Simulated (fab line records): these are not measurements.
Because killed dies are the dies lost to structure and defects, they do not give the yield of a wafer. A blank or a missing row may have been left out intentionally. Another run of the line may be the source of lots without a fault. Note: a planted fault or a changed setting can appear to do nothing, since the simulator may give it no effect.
2 desks looking at one fault | flow n5-finfet | only its own numbers are on each desk; what lay behind them is given at the end

== METROLOGY DESK ==
What the gauges read for every lot (on any tool): the sampled wafers with a number, averaged. Any lot whose mean is over 4 standard deviations away from the usual mean is out of limits and marked OUT; that distance is given in the brackets. 7 of its 11 readings are shown: the first one out of limits and those lying furthest out on some lot.
Columns: A = DIBL_N at N5_BEOL_M4_RC_MEAS_101, usual 36.3 mV/V; B = IOFF_P at N5_BEOL_M4_RC_MEAS_101, usual 0.211 nA/um; C = ION_N at N5_BEOL_M4_RC_MEAS_101, usual 672 uA/um; D = ION_P at N5_BEOL_M4_RC_MEAS_101, usual 462 uA/um; E = VT_N at N5_BEOL_M4_RC_MEAS_101, usual 249.9 mV; F = VT_P at N5_BEOL_M4_RC_MEAS_101, usual -249.8 mV; G = M5_RS at N5_BEOL_M5_RS_MEAS_57, usual 0.384 ohm/sq
lot  | first seen here | A    | B     | C   | D   | E     | F      | G
L127 | day 9 18:11     | 36.8 | 0.225 | 674 | 461 | 247.7 | -249.3 | 0.382
L133 | day 13 01:34    | 36.8 | 0.208 | 679 | 460 | 248.7 | -249.0 | 0.431 (+5.2) OUT
L135 | day 13 23:12    | 35.6 | 0.162 | 667 | 454 | 253.3 | -255.2 | 0.435 (+5.8) OUT
L147 | day 16 08:40    | 34.7 | 0.236 | 669 | 469 | 249.5 | -246.8 | 0.379
L143 | day 16 16:17    | 36.2 | 0.226 | 688 | 471 | 246.1 | -247.6 | 0.389
L144 | day 17 01:21    | 37.6 | 0.215 | 675 | 461 | 249.6 | -249.2 | 0.379
L141 | day 17 07:19    | 35.4 | 0.214 | 671 | 463 | 248.9 | -247.9 | 0.398
L145 | day 17 07:20    | 36.5 | 0.212 | 675 | 466 | 249.4 | -248.8 | 0.376
L148 | day 17 17:07    | 36.0 | 0.205 | 674 | 460 | 249.1 | -249.5 | 0.377
This desk's finding: out of limits on L133, L135; first on L133, day 13 15:55 (M5_RS at N5_BEOL_M5_RS_MEAS_57). L127, L147, L143, L144, L141, L145, L148: within limits.

== TOOL OWNER'S DESK, rtp-anneal-01 ==
Per lot that ran on this tool, the mean of the sampled wafers carrying a number, from the tool's own readings at N5_BEOL_M5_ANNEAL_51 (time 90 s). Any lot whose mean is over 4 standard deviations away from the usual mean is out of limits and marked OUT; that distance is given in the brackets.
Columns: A = anneal-temp-c at N5_BEOL_M5_ANNEAL_51, usual 224.99 C; B = anneal-temp-c-max at N5_BEOL_M5_ANNEAL_51, usual 226.5; C = wafer_temp_C_max at N5_BEOL_M5_ANNEAL_51, usual 226.14
lot  | first seen here | A      | B     | C
L127 | day 10 06:54    | 225.07 | 226.8 | 226.08
L143 | day 17 03:33    | 225.08 | 226.7 | 226.11
L145 | day 17 20:20    | 225.12 | 226.6 | 225.97
L148 | day 18 06:55    | 225.04 | 226.6 | 226.27
This desk's finding: nothing out of limits on any of the 4 lots.

== ALL TOGETHER ==
The metrology desk could have raised an alarm at day 13 15:55, on L133, L135.
Nothing out of limits was seen by the tool owner's desk.
The tool owner's desk has no number on record for L133, L135.
The lots listed all ran N5_BEOL_M5_ANNEAL_51 on rtp-anneal-01.

== WHAT THE SIMULATOR HAD PUT IN ==
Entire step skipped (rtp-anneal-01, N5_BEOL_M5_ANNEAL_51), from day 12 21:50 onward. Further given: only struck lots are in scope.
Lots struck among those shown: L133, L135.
Per desk, hours elapsed from the start of the fault to the first reading out of limits: for the metrology desk, 18.
